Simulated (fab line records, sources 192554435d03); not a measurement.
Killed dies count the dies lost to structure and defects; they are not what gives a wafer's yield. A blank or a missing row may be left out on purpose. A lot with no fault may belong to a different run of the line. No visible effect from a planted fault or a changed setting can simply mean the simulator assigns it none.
Which tool did it? || flow n5_finfet || 24 lots, 72 wafers sampled, at 4 steps of a route of 1938

== WHAT THE GAUGES SHOWED, per wafer ==
N5_BEOL_M2_OVL_MEAS_12.
{"lot": "L074", "measured": "day 6 10:47", "on": "overlay-02", "M2_OVL (nm)": "-0.6 0.2 -0.3"}
{"lot": "L075", "measured": "day 6 15:43", "on": "overlay-01", "M2_OVL (nm)": "-0.1 1.4 0.8"}
{"lot": "L076", "measured": "day 7 01:10", "on": "overlay-01", "M2_OVL (nm)": "0.7 1.2 1.3"}
{"lot": "L077", "measured": "day 7 07:40", "on": "overlay-02", "M2_OVL (nm)": "0.1 -0.7 0.8"}
{"lot": "L078", "measured": "day 7 16:50", "on": "overlay-02", "M2_OVL (nm)": "-0.2 0.0 -0.3"}
{"lot": "L079", "measured": "day 7 21:07", "on": "overlay-02", "M2_OVL (nm)": "0.0 -0.1 -0.9"}
{"lot": "L080", "measured": "day 8 03:03", "on": "overlay-02", "M2_OVL (nm)": "0.7 0.5 0.2"}
{"lot": "L081", "measured": "day 8 11:37", "on": "overlay-02", "M2_OVL (nm)": "1.0 0.5 0.2"}
{"lot": "L082", "measured": "day 8 20:34", "on": "overlay-02", "M2_OVL (nm)": "1.4 0.4 1.4"}
{"lot": "L083", "measured": "day 8 21:56", "on": "overlay-02", "M2_OVL (nm)": "1.6 0.3 1.4"}
{"lot": "L084", "measured": "day 9 06:47", "on": "overlay-02", "M2_OVL (nm)": "1.1 1.2 0.3"}
{"lot": "L085", "measured": "day 9 12:13", "on": "overlay-02", "M2_OVL (nm)": "1.7 0.3 0.8"}
{"lot": "L086", "measured": "day 9 18:17", "on": "overlay-01", "M2_OVL (nm)": "0.1 1.4 0.9"}
{"lot": "L087", "measured": "day 9 19:40", "on": "overlay-01", "M2_OVL (nm)": "-0.2 -0.3 0.1"}
{"lot": "L089", "measured": "day 10 05:05", "on": "overlay-02", "M2_OVL (nm)": "0.3 0.6 0.7"}
{"lot": "L088", "measured": "day 10 07:19", "on": "overlay-02", "M2_OVL (nm)": "1.0 0.1 0.4"}
{"lot": "L090", "measured": "day 10 12:34", "on": "overlay-02", "M2_OVL (nm)": "1.3 0.3 -0.6"}
{"lot": "L091", "measured": "day 11 00:05", "on": "overlay-02", "M2_OVL (nm)": "1.0 0.6 1.5"}
{"lot": "L092", "measured": "day 11 04:20", "on": "overlay-01", "M2_OVL (nm)": "0.9 1.2 0.6"}
{"lot": "L093", "measured": "day 11 07:11", "on": "overlay-01", "M2_OVL (nm)": "0.4 0.3 0.6"}
{"lot": "L094", "measured": "day 11 11:11", "on": "overlay-02", "M2_OVL (nm)": "-1.0 -0.7 -0.3"}
{"lot": "L095", "measured": "day 11 12:44", "on": "overlay-01", "M2_OVL (nm)": "0.2 1.1 0.4"}
{"lot": "L096", "measured": "day 12 05:30", "on": "overlay-02", "M2_OVL (nm)": "0.3 -0.7 1.0"}
{"lot": "L097", "measured": "day 12 20:10", "on": "overlay-02", "M2_OVL (nm)": "-0.1 0.7 0.3"}

== WHAT TOOL EACH LOT RAN ON (gives the tool, then ch and the chambers of the sampled wafers, and finally the start) ==
{"lot": "L074", "N5_BEOL_M1_STRIP_36": "rie_diel-02 ch 0,2, day 6 03:47", "N5_BEOL_M1_ANNEAL_82": "pvd_sputter-02, day 6 05:26", "N5_BEOL_M1_SPUTTER_90": "pvd_sputter-02, day 6 06:01"}
{"lot": "L075", "N5_BEOL_M1_STRIP_36": "rie_diel-03 ch 0,1, day 6 10:25", "N5_BEOL_M1_ANNEAL_82": "pvd_sputter-03, day 6 12:02", "N5_BEOL_M1_SPUTTER_90": "pvd_sputter-03, day 6 12:37"}
{"lot": "L076", "N5_BEOL_M1_STRIP_36": "rie_diel-03 ch 1,2,3, day 6 19:49", "N5_BEOL_M1_ANNEAL_82": "pvd_sputter-02, day 6 21:48", "N5_BEOL_M1_SPUTTER_90": "pvd_sputter-02, day 6 22:23"}
{"lot": "L077", "N5_BEOL_M1_STRIP_36": "rie_diel-02 ch 1,3, day 6 23:44", "N5_BEOL_M1_ANNEAL_82": "pvd_sputter-03, day 7 01:13", "N5_BEOL_M1_SPUTTER_90": "pvd_sputter-03, day 7 01:48"}
{"lot": "L078", "N5_BEOL_M1_STRIP_36": "rie_diel-03 ch 0,1,2, day 7 09:21", "N5_BEOL_M1_ANNEAL_82": "pvd_sputter-02, day 7 10:52", "N5_BEOL_M1_SPUTTER_90": "pvd_sputter-02, day 7 11:26"}
{"lot": "L079", "N5_BEOL_M1_STRIP_36": "rie_diel-03 ch 1,2,3, day 7 12:26", "N5_BEOL_M1_ANNEAL_82": "pvd_sputter-01, day 7 14:52", "N5_BEOL_M1_SPUTTER_90": "pvd_sputter-01, day 7 15:27"}
{"lot": "L080", "N5_BEOL_M1_STRIP_36": "rie_diel-04 ch 1,2, day 7 17:25", "N5_BEOL_M1_ANNEAL_82": "pvd_sputter-01, day 7 18:56", "N5_BEOL_M1_SPUTTER_90": "pvd_sputter-01, day 7 19:31"}
{"lot": "L081", "N5_BEOL_M1_STRIP_36": "rie_diel-02 ch 0,1,3, day 8 02:24", "N5_BEOL_M1_ANNEAL_82": "pvd_sputter-02, day 8 04:35", "N5_BEOL_M1_SPUTTER_90": "pvd_sputter-02, day 8 05:10"}
{"lot": "L082", "N5_BEOL_M1_STRIP_36": "rie_diel-03 ch 0,2,3, day 8 09:02", "N5_BEOL_M1_ANNEAL_82": "pvd_sputter-03, day 8 12:22", "N5_BEOL_M1_SPUTTER_90": "pvd_sputter-03, day 8 12:57"}
{"lot": "L083", "N5_BEOL_M1_STRIP_36": "rie_diel-04 ch 0,2,3, day 8 12:53", "N5_BEOL_M1_ANNEAL_82": "pvd_sputter-02, day 8 14:21", "N5_BEOL_M1_SPUTTER_90": "pvd_sputter-02, day 8 14:56"}
{"lot": "L084", "N5_BEOL_M1_STRIP_36": "rie_diel-03 ch 0,2,3, day 8 22:37", "N5_BEOL_M1_ANNEAL_82": "pvd_sputter-01, day 9 00:08", "N5_BEOL_M1_SPUTTER_90": "pvd_sputter-01, day 9 00:43"}
{"lot": "L085", "N5_BEOL_M1_STRIP_36": "rie_diel-03 ch 0,1, day 9 03:04", "N5_BEOL_M1_ANNEAL_82": "pvd_sputter-01, day 9 05:02", "N5_BEOL_M1_SPUTTER_90": "pvd_sputter-01, day 9 05:37"}
{"lot": "L086", "N5_BEOL_M1_STRIP_36": "rie_diel-04 ch 0,2,3, day 9 11:34", "N5_BEOL_M1_ANNEAL_82": "pvd_sputter-02, day 9 13:21", "N5_BEOL_M1_SPUTTER_90": "pvd_sputter-02, day 9 13:56"}
{"lot": "L087", "N5_BEOL_M1_STRIP_36": "rie_diel-03 ch 0,2, day 9 12:02", "N5_BEOL_M1_ANNEAL_82": "pvd_sputter-03, day 9 13:36", "N5_BEOL_M1_SPUTTER_90": "pvd_sputter-03, day 9 14:11"}
{"lot": "L089", "N5_BEOL_M1_STRIP_36": "rie_diel-04 ch 0,3, day 9 21:41", "N5_BEOL_M1_ANNEAL_82": "pvd_sputter-03, day 9 23:23", "N5_BEOL_M1_SPUTTER_90": "pvd_sputter-03, day 9 23:58"}
{"lot": "L088", "N5_BEOL_M1_STRIP_36": "rie_diel-03 ch 1,2, day 9 23:47", "N5_BEOL_M1_ANNEAL_82": "pvd_sputter-03, day 10 02:01", "N5_BEOL_M1_SPUTTER_90": "pvd_sputter-03, day 10 02:35"}
{"lot": "L090", "N5_BEOL_M1_STRIP_36": "rie_diel-03 ch 0,1,3, day 10 06:07", "N5_BEOL_M1_ANNEAL_82": "pvd_sputter-03, day 10 07:40", "N5_BEOL_M1_SPUTTER_90": "pvd_sputter-03, day 10 08:15"}
{"lot": "L091", "N5_BEOL_M1_STRIP_36": "rie_diel-04 ch 1,2,3, day 10 14:57", "N5_BEOL_M1_ANNEAL_82": "pvd_sputter-03, day 10 17:12", "N5_BEOL_M1_SPUTTER_90": "pvd_sputter-03, day 10 17:47"}
{"lot": "L092", "N5_BEOL_M1_STRIP_36": "rie_diel-02 ch 0,2,3, day 10 23:21", "N5_BEOL_M1_ANNEAL_82": "pvd_sputter-03, day 11 01:20", "N5_BEOL_M1_SPUTTER_90": "pvd_sputter-03, day 11 01:55"}
{"lot": "L093", "N5_BEOL_M1_STRIP_36": "rie_diel-03 ch 0,2,3, day 10 23:45", "N5_BEOL_M1_ANNEAL_82": "pvd_sputter-02, day 11 01:55", "N5_BEOL_M1_SPUTTER_90": "pvd_sputter-02, day 11 02:29"}
{"lot": "L094", "N5_BEOL_M1_STRIP_36": "rie_diel-04 ch 0,1, day 11 03:05", "N5_BEOL_M1_ANNEAL_82": "pvd_sputter-01, day 11 06:13", "N5_BEOL_M1_SPUTTER_90": "pvd_sputter-01, day 11 06:47"}
{"lot": "L095", "N5_BEOL_M1_STRIP_36": "rie_diel-04 ch 0,1,3, day 11 06:46", "N5_BEOL_M1_ANNEAL_82": "pvd_sputter-01, day 11 09:20", "N5_BEOL_M1_SPUTTER_90": "pvd_sputter-01, day 11 09:55"}
{"lot": "L096", "N5_BEOL_M1_STRIP_36": "rie_diel-03 ch 0,1,3, day 11 22:56", "N5_BEOL_M1_ANNEAL_82": "pvd_sputter-02, day 12 00:41", "N5_BEOL_M1_SPUTTER_90": "pvd_sputter-02, day 12 01:16"}
{"lot": "L097", "N5_BEOL_M1_STRIP_36": "rie_diel-04 ch 0,2,3, day 12 14:46", "N5_BEOL_M1_ANNEAL_82": "pvd_sputter-01, day 12 16:43", "N5_BEOL_M1_SPUTTER_90": "pvd_sputter-01, day 12 17:18"}
- N5_BEOL_M1_STRIP_36: strips in N2/H2.
- N5_BEOL_M1_ANNEAL_82: time 240 s.
- N5_BEOL_M1_SPUTTER_90: material Cu, target thk 4.5 nm, time 8.29 s.

== AS READ BY THE TOOLS THEMSELVES (means over the sampled wafers that have a number; for cases with no such wafer, the mark the record gives instead) ==
N5_BEOL_M1_STRIP_36.
{"lot": "L074", "tool": "rie_diel-02", "drypump_motor_current_A (A)": 5.4, "oes_product_au (a.u.)": 0.71, "rf_vpp_V (V)": 58.3, "showerhead_plenum_p_Torr (Torr)": 2.51, "throttle_valve_pct (%)": 23.51}
{"lot": "L075", "tool": "rie_diel-03", "drypump_motor_current_A (A)": 5.2, "oes_product_au (a.u.)": 0.70, "rf_vpp_V (V)": 58.7, "showerhead_plenum_p_Torr (Torr)": 2.54, "throttle_valve_pct (%)": 23.55}
{"lot": "L076", "tool": "rie_diel-03", "drypump_motor_current_A (A)": 5.7, "oes_product_au (a.u.)": 0.74, "rf_vpp_V (V)": 58.2, "showerhead_plenum_p_Torr (Torr)": 2.50, "throttle_valve_pct (%)": 23.71}
{"lot": "L077", "tool": "rie_diel-02", "drypump_motor_current_A (A)": 5.9, "oes_product_au (a.u.)": 0.74, "rf_vpp_V (V)": 58.3, "showerhead_plenum_p_Torr (Torr)": 2.43, "throttle_valve_pct (%)": 23.23}
{"lot": "L078", "tool": "rie_diel-03", "drypump_motor_current_A (A)": 5.7, "oes_product_au (a.u.)": 0.73, "rf_vpp_V (V)": 58.8, "showerhead_plenum_p_Torr (Torr)": 2.48, "throttle_valve_pct (%)": 23.63}
{"lot": "L079", "tool": "rie_diel-03", "drypump_motor_current_A (A)": 5.7, "oes_product_au (a.u.)": 0.74, "rf_vpp_V (V)": 58.4, "showerhead_plenum_p_Torr (Torr)": 2.49, "throttle_valve_pct (%)": 23.69}
{"lot": "L080", "tool": "rie_diel-04", "drypump_motor_current_A (A)": 6.0, "oes_product_au (a.u.)": 0.73, "rf_vpp_V (V)": 60.4, "showerhead_plenum_p_Torr (Torr)": 2.60, "throttle_valve_pct (%)": 23.60}
{"lot": "L081", "tool": "rie_diel-02", "drypump_motor_current_A (A)": 5.9, "oes_product_au (a.u.)": 0.73, "rf_vpp_V (V)": 59.0, "showerhead_plenum_p_Torr (Torr)": 2.50, "throttle_valve_pct (%)": 23.54}
{"lot": "L082", "tool": "rie_diel-03", "drypump_motor_current_A (A)": 6.2, "oes_product_au (a.u.)": 0.76, "rf_vpp_V (V)": 58.4, "showerhead_plenum_p_Torr (Torr)": 2.43, "throttle_valve_pct (%)": 23.64}
{"lot": "L083", "tool": "rie_diel-04", "drypump_motor_current_A (A)": 5.7, "oes_product_au (a.u.)": 0.70, "rf_vpp_V (V)": 58.9, "showerhead_plenum_p_Torr (Torr)": 2.51, "throttle_valve_pct (%)": 23.83}
{"lot": "L084", "tool": "rie_diel-03", "drypump_motor_current_A (A)": 6.2, "oes_product_au (a.u.)": 0.77, "rf_vpp_V (V)": 58.6, "showerhead_plenum_p_Torr (Torr)": 2.43, "throttle_valve_pct (%)": 23.65}
{"lot": "L085", "tool": "rie_diel-03", "drypump_motor_current_A (A)": 5.6, "oes_product_au (a.u.)": 0.84, "rf_vpp_V (V)": 60.3, "showerhead_plenum_p_Torr (Torr)": 2.48, "throttle_valve_pct (%)": 23.40}
{"lot": "L086", "tool": "rie_diel-04", "drypump_motor_current_A (A)": 5.7, "oes_product_au (a.u.)": 0.80, "rf_vpp_V (V)": 60.9, "showerhead_plenum_p_Torr (Torr)": 2.50, "throttle_valve_pct (%)": 23.74}
{"lot": "L087", "tool": "rie_diel-03", "drypump_motor_current_A (A)": 6.1, "oes_product_au (a.u.)": 0.75, "rf_vpp_V (V)": 58.4, "showerhead_plenum_p_Torr (Torr)": 2.42, "throttle_valve_pct (%)": 23.58}
{"lot": "L089", "tool": "rie_diel-04", "drypump_motor_current_A (A)": 5.7, "oes_product_au (a.u.)": 0.71, "rf_vpp_V (V)": 57.3, "showerhead_plenum_p_Torr (Torr)": 2.50, "throttle_valve_pct (%)": 23.87}
{"lot": "L088", "tool": "rie_diel-03", "drypump_motor_current_A (A)": 5.2, "oes_product_au (a.u.)": 0.90, "rf_vpp_V (V)": 59.2, "showerhead_plenum_p_Torr (Torr)": 2.54, "throttle_valve_pct (%)": 23.46}
{"lot": "L090", "tool": "rie_diel-03", "drypump_motor_current_A (A)": 5.7, "oes_product_au (a.u.)": 0.83, "rf_vpp_V (V)": 58.5, "showerhead_plenum_p_Torr (Torr)": 2.48, "throttle_valve_pct (%)": 23.46}
{"lot": "L091", "tool": "rie_diel-04", "drypump_motor_current_A (A)": 5.9, "oes_product_au (a.u.)": 0.79, "rf_vpp_V (V)": 60.4, "showerhead_plenum_p_Torr (Torr)": 2.54, "throttle_valve_pct (%)": 23.65}
{"lot": "L092", "tool": "rie_diel-02", "drypump_motor_current_A (A)": 5.7, "oes_product_au (a.u.)": 0.86, "rf_vpp_V (V)": 61.1, "showerhead_plenum_p_Torr (Torr)": 2.54, "throttle_valve_pct (%)": 23.42}
{"lot": "L093", "tool": "rie_diel-03", "drypump_motor_current_A (A)": 6.2, "oes_product_au (a.u.)": 0.76, "rf_vpp_V (V)": 58.9, "showerhead_plenum_p_Torr (Torr)": 2.43, "throttle_valve_pct (%)": 23.66}
{"lot": "L094", "tool": "rie_diel-04", "drypump_motor_current_A (A)": 5.9, "oes_product_au (a.u.)": 0.73, "rf_vpp_V (V)": 59.1, "showerhead_plenum_p_Torr (Torr)": 2.60, "throttle_valve_pct (%)": 23.66}
{"lot": "L095", "tool": "rie_diel-04", "drypump_motor_current_A (A)": 5.9, "oes_product_au (a.u.)": 0.71, "rf_vpp_V (V)": 59.9, "showerhead_plenum_p_Torr (Torr)": 2.55, "throttle_valve_pct (%)": 23.78}
{"lot": "L096", "tool": "rie_diel-03", "drypump_motor_current_A (A)": 5.7, "oes_product_au (a.u.)": 0.81, "rf_vpp_V (V)": 57.6, "showerhead_plenum_p_Torr (Torr)": 2.48, "throttle_valve_pct (%)": 23.50}
{"lot": "L097", "tool": "rie_diel-04", "drypump_motor_current_A (A)": 5.7, "oes_product_au (a.u.)": 0.76, "rf_vpp_V (V)": 59.5, "showerhead_plenum_p_Torr (Torr)": 2.49, "throttle_valve_pct (%)": 23.75}

N5_BEOL_M1_ANNEAL_82.
{"lot": "L074", "tool": "pvd_sputter-02", "heater_power_w (W)": 911}
{"lot": "L075", "tool": "pvd_sputter-03", "heater_power_w (W)": 828}
{"lot": "L076", "tool": "pvd_sputter-02", "heater_power_w (W)": 925}
{"lot": "L077", "tool": "pvd_sputter-03", "heater_power_w (W)": 821}
{"lot": "L078", "tool": "pvd_sputter-02", "heater_power_w (W)": 888}
{"lot": "L079", "tool": "pvd_sputter-01", "heater_power_w (W)": 854}
{"lot": "L080", "tool": "pvd_sputter-01", "heater_power_w (W)": 855}
{"lot": "L081", "tool": "pvd_sputter-02", "heater_power_w (W)": 902}
{"lot": "L082", "tool": "pvd_sputter-03", "heater_power_w (W)": 817}
{"lot": "L083", "tool": "pvd_sputter-02", "heater_power_w (W)": 941}
{"lot": "L084", "tool": "pvd_sputter-01", "heater_power_w (W)": 852}
{"lot": "L085", "tool": "pvd_sputter-01", "heater_power_w (W)": 905}
{"lot": "L086", "tool": "pvd_sputter-02", "heater_power_w (W)": 904}
{"lot": "L087", "tool": "pvd_sputter-03", "heater_power_w (W)": 782}
{"lot": "L089", "tool": "pvd_sputter-03", "heater_power_w (W)": 780}
{"lot": "L088", "tool": "pvd_sputter-03", "heater_power_w (W)": 817}
{"lot": "L090", "tool": "pvd_sputter-03", "heater_power_w (W)": 797}
{"lot": "L091", "tool": "pvd_sputter-03", "heater_power_w (W)": 799}
{"lot": "L092", "tool": "pvd_sputter-03", "heater_power_w (W)": 811}
{"lot": "L093", "tool": "pvd_sputter-02", "heater_power_w (W)": 923}
{"lot": "L094", "tool": "pvd_sputter-01", "heater_power_w (W)": 847}
{"lot": "L095", "tool": "pvd_sputter-01", "heater_power_w (W)": 843}
{"lot": "L096", "tool": "pvd_sputter-02", "heater_power_w (W)": 976}
{"lot": "L097", "tool": "pvd_sputter-01", "heater_power_w (W)": 847}

N5_BEOL_M1_SPUTTER_90.
{"lot": "L074", "tool": "pvd_sputter-02", "throttle_valve_pct (%)": 30.2}
{"lot": "L075", "tool": "pvd_sputter-03", "throttle_valve_pct (%)": 29.6}
{"lot": "L076", "tool": "pvd_sputter-02", "throttle_valve_pct (%)": 30.3}
{"lot": "L077", "tool": "pvd_sputter-03", "throttle_valve_pct (%)": 29.4}
{"lot": "L078", "tool": "pvd_sputter-02", "throttle_valve_pct (%)": 29.7}
{"lot": "L079", "tool": "pvd_sputter-01", "throttle_valve_pct (%)": 29.8}
{"lot": "L080", "tool": "pvd_sputter-01", "throttle_valve_pct (%)": 30.0}
{"lot": "L081", "tool": "pvd_sputter-02", "throttle_valve_pct (%)": 29.6}
{"lot": "L082", "tool": "pvd_sputter-03", "throttle_valve_pct (%)": 29.2}
{"lot": "L083", "tool": "pvd_sputter-02", "throttle_valve_pct (%)": 30.1}
{"lot": "L084", "tool": "pvd_sputter-01", "throttle_valve_pct (%)": 29.5}
{"lot": "L085", "tool": "pvd_sputter-01", "throttle_valve_pct (%)": 30.1}
{"lot": "L086", "tool": "pvd_sputter-02", "throttle_valve_pct (%)": 29.8}
{"lot": "L087", "tool": "pvd_sputter-03", "throttle_valve_pct (%)": 30.1}
{"lot": "L089", "tool": "pvd_sputter-03", "throttle_valve_pct (%)": 29.6}
{"lot": "L088", "tool": "pvd_sputter-03", "throttle_valve_pct (%)": 29.3}
{"lot": "L090", "tool": "pvd_sputter-03", "throttle_valve_pct (%)": 29.8}
{"lot": "L091", "tool": "pvd_sputter-03", "throttle_valve_pct (%)": 29.9}
{"lot": "L092", "tool": "pvd_sputter-03", "throttle_valve_pct (%)": 29.6}
{"lot": "L093", "tool": "pvd_sputter-02", "throttle_valve_pct (%)": 30.2}
{"lot": "L094", "tool": "pvd_sputter-01", "throttle_valve_pct (%)": 29.8}
{"lot": "L095", "tool": "pvd_sputter-01", "throttle_valve_pct (%)": 29.5}
{"lot": "L096", "tool": "pvd_sputter-02", "throttle_valve_pct (%)": 30.4}
{"lot": "L097", "tool": "pvd_sputter-01", "throttle_valve_pct (%)": 29.7}

== THE ANSWER, worked out from the rows above alone ==
Rule: the usual values come from the lots themselves. The widest of any qualifying gaps counts: lots, ordered by their means at a reading, are off when they make up no more than a third of the lots, leave a main group of 4 or more, and stand apart from it by 3 or more times the standard deviation of that group's means. The tables above print the reading to a certain number of digits; a main group whose means all agree to those digits is not used. Also off: a lot with no number at a reading for which 4 or more lots have one. Any other lot the step has rows for is counted as sound. The gauges are gone through in route order, then the tools' own readings, and for those a lot's mean is taken as printed above. At the first step where some lot is off, the reading lying furthest off is the one used; lots without a number count as furthest.
None of the lots is off at any reading shown; this tells nothing.

== WHAT WAS PUT IN BY THE SIMULATOR ==
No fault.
